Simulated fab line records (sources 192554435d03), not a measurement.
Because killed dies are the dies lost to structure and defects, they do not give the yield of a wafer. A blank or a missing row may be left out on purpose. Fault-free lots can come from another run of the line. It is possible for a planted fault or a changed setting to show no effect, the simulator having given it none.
A lot that was struck, set against a sound lot + flow n5Finfet + 28 out of 1938 route steps
Sound: the wafers L552.1, L552.3, L552.6. Wafers L540.3, L540.4, L540.5 were the ones struck. The cause is named last.
For every step that has rows: the tool of each side, followed by ch and its chambers, followed by its first start. Under that, the readings that differ: sound wafers + struck wafers + difference of the means + sigmas: that difference in standard deviations of wafers without a fault.
alike: a reading whose means differ by less than 2 such deviations, as well as words and numbers matching on both sides. not compared: withheld readings; readings where some wafer has no value; bounds like >300 that might hide an equal value; numbers whose values overlap and for which the record gives no deviation.
A row with sigmas, a row that says differs or no value, or rows on one side alone: a step with any of these is where the two part. Numbers that don't overlap but have no deviation are shown without sigmas and don't part them. A reading missing from all wafers of one side parts the sides only when that side holds two or more wafers.

first, 9 steps without rows for these wafers: N5_BEOL_M0_SAQP_PEB_38 (peb time 60 s); N5_BEOL_M0_SAQP_DEVELOP_39 (develop time 30 s); N5_BEOL_M0_SAQP_DESCUM_45 (chemistry O2, time 7 s); N5_BEOL_M0_SAQP_ETCH_88 (etches underlayer in N2/H2, target depth 6.5 nm, time 5.2 s); N5_BEOL_M0_SAQP_ETCH_73 (etches SiARC in CF4, target depth 19.5 nm, time 32.5 s); N5_BEOL_M0_SAQP_CUT_ETCH_46 (etches SOC in N2/H2, target depth 135 nm, overetch 27 nm, time 202.5 s); N5_BEOL_M0_SAQP_STRIP_74 (strips in N2/H2); N5_BEOL_M0_SAQP_STRIP_89 (strips in N2/H2); N5_BEOL_M0_SAQP_ALD_48 (deposits SiO2, target thk 20 nm, pulse time 1 s, co reactant pulse time 1 s).
N5_BEOL_M0_SAQP_ETCH_49: etches SiO2 in CF4/O2, target depth 37 nm.
  sound on rieDiel-03 ch 2,3, day 12 05:18; struck on rieDiel-05 ch 1,2,3, day 8 10:07
| reading                                      | sound             | struck            | difference | sigmas |
|----------------------------------------------|-------------------|-------------------|------------|--------|
| oesProductAu (a.u.)                          | 0.76 0.65 0.66    | 0.90 0.86 0.96    | +0.22      | +6     |
| model.etch.depthNm (nm)                      | 36.79 35.94 36.28 | 53.08 53.16 55.23 | +17.49     |        |
| model.BEOL_M0_SAQP.featureDepthNm (nm)       | 36.8 36 36.2      | 53 53.2 55.2      | +17        |        |
| model.SOC_of_BEOL_M0_SAQP_COAT_69.thkNm (nm) | 70.6 71.6 71.2    | 62.4 62.2 61.2    | -9.2       |        |
  alike: drypumpMotorCurrentA, rfVppV, showerheadPlenumPTorr, throttleValvePct
  not compared: rfHoursCounterH
then, 10 steps without rows for these wafers: N5_BEOL_M0_SAQP_STRIP_75 (strips in CF4); N5_BEOL_M0_CUTY_COAT_50 (time 60 s, resist thk 15 nm); N5_BEOL_M0_CUTY_COAT_51 (resist thk 150 nm); N5_BEOL_M0_CUTY_EBR_52; N5_BEOL_M0_CUTY_SOFTBAKE_53 (time 60 s); N5_BEOL_M0_CUTY_EXPOSE_54 (exposes mask M0 ABLK); N5_BEOL_M0_CUTY_PEB_55 (peb time 60 s); N5_BEOL_M0_CUTY_DEVELOP_56 (develop time 30 s); N5_BEOL_M0_CUTY_DESCUM_61 (chemistry O2, time 7.9 s); N5_BEOL_M0_CUTY_ETCH_62 (etches SiARC in CF4, time 58.5 s).
N5_BEOL_M0_CUTY_ETCH_63: etches SOC in N2/H2, target depth 82.7 nm, overetch 16.5 nm, time 124 s.
  sound on rieDiel-01 ch 0,2,3, day 12 06:53; struck on rieDiel-02 ch 0,1,3, day 8 10:40
| reading                 | sound             | struck            | difference | sigmas |
|-------------------------|-------------------|-------------------|------------|--------|
| model.etch.depthNm (nm) | 70.63 71.55 71.18 | 62.38 62.17 61.13 | -9.23      |        |
  alike: drypumpMotorCurrentA, oesProductAu, rfVppV, showerheadPlenumPTorr, throttleValvePct
  not compared: rfHoursCounterH
then, 3 steps without rows for these wafers: N5_BEOL_M0_CUTY_STRIP_64 (strips in N2/H2); N5_BEOL_M0_ETCH_138 (etches SiCN in CH3F/O2, target depth 12 nm, time 31.6 s); N5_BEOL_M0_HM_OPEN_105 (chemistry Cl2/BCl3, target TiN, target depth 12 nm).
N5_BEOL_M0_STRIP_140: strips in CF4.
  sound on rieDiel-02 ch 0,2, day 12 07:23; struck on rieDiel-02 ch 0,1,2, day 8 13:53
| reading                                      | sound        | struck      | difference | sigmas |
|----------------------------------------------|--------------|-------------|------------|--------|
| model.SiO2_of_BEOL_M0_SAQP_ALD_48.thkNm (nm) | 11.4 12 11.8 | 5.6 5.6 5.6 | -6.1       |        |
  alike: drypumpMotorCurrentA, oesProductAu, rfVppV, showerheadPlenumPTorr, throttleValvePct
  not compared: rfHoursCounterH
then, 1 step without rows for these wafers: N5_BEOL_M0_STRIP_104 (strips in N2/H2).
-- record jumps: 2 days separate the struck wafers' starts on either side; left off in module BEOL_M0, taken up again in module BEOL_M4, whose first shown step is the route's number 1111 --
N5_BEOL_M4_RC_MEAS_101:
  sound on prober-01 ch 0, day 14 08:56; struck on prober-02 ch 0, day 10 14:47
  alike: DIBL_N, DIBL_P, IOFF_N, IOFF_P, ION_N, ION_P, SS_N, SS_P, VT_N, VT_P
following that, these wafers have no rows for 1 step: N5_PASSIVATION_PROBE_49.

== WHERE THEY PART ==
Only at N5_BEOL_M0_SAQP_ETCH_49, as far as this record shows. Later steps at which nothing parts them and some readings are alike: N5_BEOL_M0_CUTY_ETCH_63, N5_BEOL_M0_STRIP_140, N5_BEOL_M4_RC_MEAS_101.

WHY: whatever the simulator had introduced
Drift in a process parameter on rieDiel-05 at N5_BEOL_M0_SAQP_ETCH_49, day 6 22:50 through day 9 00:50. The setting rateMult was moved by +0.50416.
